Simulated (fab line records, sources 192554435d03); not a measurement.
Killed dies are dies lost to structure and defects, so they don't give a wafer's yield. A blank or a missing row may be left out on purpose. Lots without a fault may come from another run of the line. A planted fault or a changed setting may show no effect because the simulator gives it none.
A struck lot beside a sound one | flow n5_finfet | 18 steps out of a route of 1938
Sound: wafers L902.1, L902.2, L902.6. Struck: wafer L899.3. (L899.2, L899.4 of the same lot were not struck and are left out.) The cause comes at the end.
At each step with rows: each side's tool, then ch and its chambers, then its first start. Under that, the readings that differ: sound wafers | struck wafers | difference of the means | sigmas: that difference in standard deviations of wafers without a fault.
alike: readings whose means differ by less than 2 such deviations, and words and numbers that are the same on both sides. not compared: withheld readings, readings that some wafer has no value for, bounds like >300 that may hide the same value, and numbers for which the record gives no deviation and whose values overlap.
The two part at a step that has a row with sigmas, a row that says differs or no value, or rows on one side only. Numbers that don't overlap but have no deviation are shown without sigmas and don't part them. A reading that every wafer of one side lacks parts them only if that side has two wafers or more.

first, 1 step without rows for these wafers: N5_BEOL_M2_ANNEAL_82 (time 240 s).
N5_BEOL_M2_SPUTTER_86: material Cu, target thk 4.5 nm, time 8.29 s.
  sound on pvd_sputter-02, day 9 02:01; struck on pvd_sputter-02, day 9 06:59
  alike: throttle_valve_pct
then, 5 steps without rows for these wafers: N5_BEOL_M2_ANNEAL_87 (time 240 s); N5_BEOL_M2_SPUTTER_88 (material Cu, target thk 4.5 nm, time 8.29 s); N5_BEOL_M2_ANNEAL_89 (time 240 s); N5_BEOL_M2_SPUTTER_90 (material Cu, target thk 4.5 nm, time 8.29 s); N5_BEOL_M2_ANNEAL_91 (time 240 s).
N5_BEOL_M2_SPUTTER_92: material Cu, target thk 4.5 nm, time 8.29 s.
  sound on pvd_sputter-02, day 9 02:41; struck on pvd_sputter-02, day 9 07:38
  alike: throttle_valve_pct
N5_BEOL_M2_ANNEAL_93: time 240 s.
  sound on pvd_sputter-02, day 9 02:46; struck on pvd_sputter-02, day 9 07:43
  alike: heater_power_w
then, 1 step without rows for these wafers: N5_BEOL_M2_SPUTTER_94 (material Cu, target thk 4.5 nm, time 8.29 s).
N5_BEOL_M2_ANNEAL_95: time 240 s.
  sound on pvd_sputter-02, day 9 02:59; struck on pvd_sputter-02, day 9 07:56
  alike: heater_power_w
N5_BEOL_M2_SPUTTER_96: material Cu, target thk 4.5 nm, time 8.29 s.
  sound on pvd_sputter-02, day 9 03:07; struck on pvd_sputter-02, day 9 08:05
  alike: throttle_valve_pct
N5_BEOL_M2_ECD_50: material Cu, target thk 300 nm.
  sound on ecd_cu-02 ch 0,1, day 9 03:14; struck on ecd_cu-02 ch 0, day 9 08:11
  reading                                | sound           | struck | difference | sigmas
  model.Cu_of_BEOL_M2_ECD_50.thk_nm (nm) | 305 297.8 301.8 | 155.8  | -145.7     |
then, 1 step without rows for these wafers: N5_BEOL_M2_ANNEAL_51 (time 90 s).
N5_BEOL_M2_CMP_52: polishes, stops on SiOC, t overpolish 6.8 s, target thk 40 nm.
  sound on cmp-04 ch 1,2,3, day 9 03:39; struck on cmp-01 ch 2, day 9 08:34
  reading                | sound          | struck | difference | sigmas
  time_to_endpoint_s (s) | 65.8 59.0 62.6 | 34.9   | -27.6      | -11
  alike: motor_current_A
N5_BEOL_M2_THK_MEAS_53: measures by xrf.
  sound on film_metro-02, day 9 03:55; struck on film_metro-02, day 9 08:52
  reading     | sound          | struck | difference | sigmas
  M2_THK (nm) | 42.1 41.0 41.8 | 38.4   | -3.2       | -2
N5_BEOL_M4_RC_MEAS_101:
  sound on prober-01 ch 0, day 9 21:54; struck on prober-01 ch 0, day 10 05:29
  reading        | sound             | struck | difference | sigmas
  IOFF_P (nA/um) | 0.185 0.208 0.161 | 0.274  | +0.089     | +3
  SS_N (mV/dec)  | 70.6 71.5 70.6    | 71.9   | +1.0       | +2
  SS_P (mV/dec)  | 72.6 72.9 72.4    | 74.1   | +1.5       | +3
  VT_P (mV)      | -251 -250 -252    | -244   | +7         | +2
  alike: DIBL_N, DIBL_P, IOFF_N, ION_N, ION_P, VT_N
-- the record jumps here: 4 days lie between the struck wafers' starts before and after (it left off in module BEOL_M4 and takes up again in module PASSIVATION, whose first step shown is number 1936 of the route) --
N5_PASSIVATION_PROBE_49:
  sound on prober-02, day 14 02:14; struck on prober-02, day 14 15:43
  alike: defect_limited_yield, killed_at_M0_to_M3, killed_at_M4_up, killed_at_contacts, killed_at_front_end, killed_at_other, killed_dies, killed_open, killed_short, sort_bin_5_function, sort_bin_6_memory, sort_n_pass, sort_yield_pct

WHERE THEY PART
First at N5_BEOL_M2_CMP_52; last, within this record, at N5_BEOL_M4_RC_MEAS_101. Later steps at which nothing parts them and some readings are alike: N5_PASSIVATION_PROBE_49.

WHY: what the simulator had put in
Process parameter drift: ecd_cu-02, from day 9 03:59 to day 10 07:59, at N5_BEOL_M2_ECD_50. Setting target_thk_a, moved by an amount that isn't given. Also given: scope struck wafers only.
